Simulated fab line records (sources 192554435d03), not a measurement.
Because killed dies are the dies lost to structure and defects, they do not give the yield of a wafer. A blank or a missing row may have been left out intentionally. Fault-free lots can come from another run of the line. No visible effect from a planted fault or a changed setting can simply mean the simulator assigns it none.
A lot that was struck, set against a sound lot || flow n5 finfet || 16 out of 1938 route steps
Sound: these wafers, L768.1, L768.4, L768.6. Wafers L761.2, L761.3, L761.4 were the ones struck. The cause is named last.
Each step with rows lists, per side, the tool, then ch with its chambers, then its first start. Under that, the readings that differ: sound wafers || struck wafers || difference of the means || sigmas: that difference in standard deviations of wafers without a fault.
alike: readings whose means differ by less than 2 such deviations, and words and numbers that are the same on both sides. not compared: withheld readings, readings that some wafer has no value for, bounds like >300 that may hide the same value, and numbers for which the record gives no deviation and whose values overlap.
The two part at a step that has a row with sigmas, a row that says differs or no value, or rows on one side only. When numbers do not overlap yet have no deviation, they are printed without sigmas and do not part them. Lack of a reading on every wafer of one side parts them only where that side has two or more wafers.

first, 9 steps without rows for these wafers: N5_BEOL_M0_CUTY_COAT_50 (time 60 s, resist thk 15 nm); N5_BEOL_M0_CUTY_COAT_51 (resist thk 150 nm); N5_BEOL_M0_CUTY_EBR_52; N5_BEOL_M0_CUTY_SOFTBAKE_53 (time 60 s); N5_BEOL_M0_CUTY_EXPOSE_54 (exposes mask M0 ABLK); N5_BEOL_M0_CUTY_PEB_55 (peb time 60 s); N5_BEOL_M0_CUTY_DEVELOP_56 (develop time 30 s); N5_BEOL_M0_CUTY_DESCUM_61 (chemistry O2, time 7.9 s); N5_BEOL_M0_CUTY_ETCH_62 (etches SiARC in CF4, time 58.5 s).
N5_BEOL_M0_CUTY_ETCH_63: etches SOC in N2/H2, target depth 82.7 nm, overetch 16.5 nm, time 124 s.
  sound on rie diel-02 ch 0,1,3, day 10 16:47; struck on rie diel-04 ch 1,2, day 9 03:53
{"reading": "rf fwd power W (W)", "sound": "837.2 839.2 841.5", "struck": "638.0 634.4 637.9", "difference": -202.5, "sigmas": -78}
{"reading": "rf vpp V (V)", "sound": "523.6 522.8 524.1", "struck": "574.9 573.6 573.6", "difference": "+50.5", "sigmas": "+30"}
{"reading": "model.SiO2_of_BEOL_M0_SAQP_SPACER2_ALD_26.thk nm (nm)", "sound": "7.2 7.2 7.2", "struck": "7.8 7.6 7.8", "difference": "+0.5", "sigmas": ""}
  alike: drypump motor current A, n2 flow sccm, oes product au, showerhead plenum p Torr, throttle valve pct
  not compared: rf hours counter h
then, 2 steps without rows for these wafers: N5_BEOL_M0_CUTY_STRIP_64 (strips in N2/H2); N5_BEOL_M0_ETCH_138 (etches SiCN in CH3F/O2, target depth 12 nm, time 31.6 s).
N5_BEOL_M0_HM_OPEN_105: chemistry Cl2/BCl3, target TiN, target depth 12 nm.
  sound on rie metal-03 ch 0,1, day 10 17:25; struck on rie metal-02 ch 0, day 9 07:26
{"reading": "model.SiO2_of_BEOL_M0_SAQP_SPACER2_ALD_26.thk nm (nm)", "sound": "3 2.8 2.8", "struck": "3.4 3.4 3.4", "difference": "+0.5", "sigmas": ""}
  alike: drypump motor current A, oes product au, throttle valve pct
  not compared: rf hours counter h
then, 1 step without rows for these wafers: N5_BEOL_M0_STRIP_140 (strips in CF4).
-- the record jumps here: 2 days lie between the struck wafers' starts before and after (it left off in module BEOL_M0 and takes up again in module BEOL_M4, whose first step shown is number 1111 of the route) --
N5_BEOL_M4_RC_MEAS_101:
  sound on prober-02 ch 0, day 13 07:02; struck on prober-01 ch 0, day 11 15:42
  alike: DIBL_N, DIBL_P, IOFF_N, IOFF_P, ION_N, ION_P, SS_N, SS_P, VT_N, VT_P
-- a jump in the record: the struck wafers' starts before and after are 5 days apart (it breaks off in module BEOL_M4 and resumes in module PASSIVATION, where the first step shown is number 1936 of the route) --
N5_PASSIVATION_PROBE_49:
  sound on prober-02 at day 17 12:20; struck on prober-02 at day 16 06:37
{"reading": "killed_at_M4_up", "sound": "6 5", "struck": "18 21 21", "difference": "+14", "sigmas": "+2"}
  alike: defect limited yield, killed_at_M0_to_M3, killed at contacts, killed at front end, killed at other, killed dies, killed open, killed short, sort_bin_5_function, sort_bin_6_memory, sort n pass, sort yield pct

WHERE THEY PART
At N5_BEOL_M0_CUTY_ETCH_63 first; at N5_PASSIVATION_PROBE_49 last (within this record only).

WHY: whatever the simulator had introduced
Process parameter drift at N5_BEOL_M0_CUTY_ETCH_63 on rie diel-04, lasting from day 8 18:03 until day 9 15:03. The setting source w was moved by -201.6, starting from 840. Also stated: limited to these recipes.
